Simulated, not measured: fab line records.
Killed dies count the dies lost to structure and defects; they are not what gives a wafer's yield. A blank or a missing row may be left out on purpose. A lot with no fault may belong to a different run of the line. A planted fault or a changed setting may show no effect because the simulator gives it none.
8D (eight disciplines) problem report, filled in by code + flow n5Finfet + the parts of the form that need people (team, actions taken, sign-off) are left out

== 1. THE PROBLEM ==
barrierFieldEndpointS at N5_BEOL_M15_CMP_49 reads a mean of 15.68 s on 1 wafer of 1 lot; wafers without a fault read 11.47 s with a standard deviation of 0.25. That is +17 standard deviations from the usual mean.
The step: polishes, stops on SiO2, t overpolish 4.9 s, target thk 850 nm.
The first sign was on wafer L585.4 at day 16 21:26, on cmp-04. The record has a number at this step for 30 wafers belonging to 10 lots. Rule for "out", or "out of limits": more than 4 standard deviations from the usual mean. All remaining wafers that have a number are taken as sound.

== 2. WHAT IT IS AND WHAT IT IS NOT ==
| question                    | is                    | is not                                                              |
|-----------------------------|-----------------------|---------------------------------------------------------------------|
| which readings at this step | barrierFieldEndpointS | motorCurrentA, retainingRingPressureFrac                            |
| which lots                  | L585                  | L564, L565, L569, L571, L573, L574, L577, L579, L587                |
| which wafers of those lots  | L585.4                | L585.2, L585.3                                                      |
| read on which tools         | cmp-04                | cmp-01, cmp-03                                                      |
| when                        | from day 16 21:26     | up to then (26 sound wafers); but 3 sound wafers of L587 came after |

== 3. THE SUSPECTS, EACH WITH WHAT RULES IT OUT ==
Counting: any tool at a process step up to the reading remains a suspect provided it ran every lot that is out. Sound lots after the first of them don't rule it out here, since some wafers of a struck lot are sound.
- rieDiel-03 at N5_BEOL_M15_STRIP_37 (strips in O2): kept. L585, the lot that is out, went through it at day 16 19:41; up to then, the latest sound lot through it was L579 at day 15 18:58. N5_BEOL_M15_STRIP_37: start missing for some lots; hours and lot order therefore follow N5_BEOL_M15_SPUTTER_44.
- pvdSputter-02 at N5_BEOL_M15_SPUTTER_44 (material Ta, target thk 15 nm, time 24.19 s): kept. L585, the lot that is out, went through it at day 16 19:41; up to then, the latest sound lot through it was L571 at day 13 14:12.
- cmp-04 at N5_BEOL_M15_CMP_49 (polishes, stops on SiO2, t overpolish 4.9 s, target thk 850 nm): kept. L585, the lot that is out, went through it at day 16 21:26; up to then, the latest sound lot through it was L579 at day 15 19:41. On those wafers its own readings are out: barrierFieldEndpointS.
- In rieDiel-03 at N5_BEOL_M15_STRIP_37, the wafers that are out were processed in chamber 3 and their sound lot-mates in chambers 0, 1.
- In cmp-04 at N5_BEOL_M15_CMP_49, the wafers that are out were processed in chamber 3 and their sound lot-mates in chambers 1, 2.
The count leaves rieDiel-03 at N5_BEOL_M15_STRIP_37, pvdSputter-02 at N5_BEOL_M15_SPUTTER_44, and cmp-04 at N5_BEOL_M15_CMP_49.

== 4. THE CAUSE (what the simulator had put in) ==
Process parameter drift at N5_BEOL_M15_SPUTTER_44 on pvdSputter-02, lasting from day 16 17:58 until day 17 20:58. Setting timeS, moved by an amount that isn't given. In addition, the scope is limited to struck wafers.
Of the 3 suspects that counting leaves, this tool is one.

== 5. THE EFFECT CHAIN, in route order ==
One row per reading whose mean, taken over the struck wafers that have a number, lies over 3 standard deviations from the usual. Scope: only readings with a usual standard deviation given in the record; hours: median across lots of the time from each lot's start at the first step in this table that gives one to its start at this step; sigmas: change in usual standard deviations.
| hours | step               | reading               | usual   | on struck wafers | change | sigmas |
|-------|--------------------|-----------------------|---------|------------------|--------|--------|
| 0     | N5_BEOL_M15_CMP_49 | barrierFieldEndpointS | 11.47 s | 15.68            | +4.21  | +17    |
Its process steps:
- N5_BEOL_M15_CMP_49: polishes, stops on SiO2, t overpolish 4.9 s, target thk 850 nm.

== 6. HOW IT WOULD HAVE BEEN CAUGHT EARLIER ==
In this record no reading fell out of limits until day 16 21:26, 3 hours after the fault had begun at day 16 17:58.
No tool reading at N5_BEOL_M15_SPUTTER_44 that has a usual standard deviation in the record was out on any struck wafer, so an alarm limit of 4 standard deviations on those readings would not have fired.
By day 16 21:26, every lot that is out (1) had started N5_BEOL_M15_SPUTTER_44 on pvdSputter-02. A hold on the tool at that time would have spared none of them.
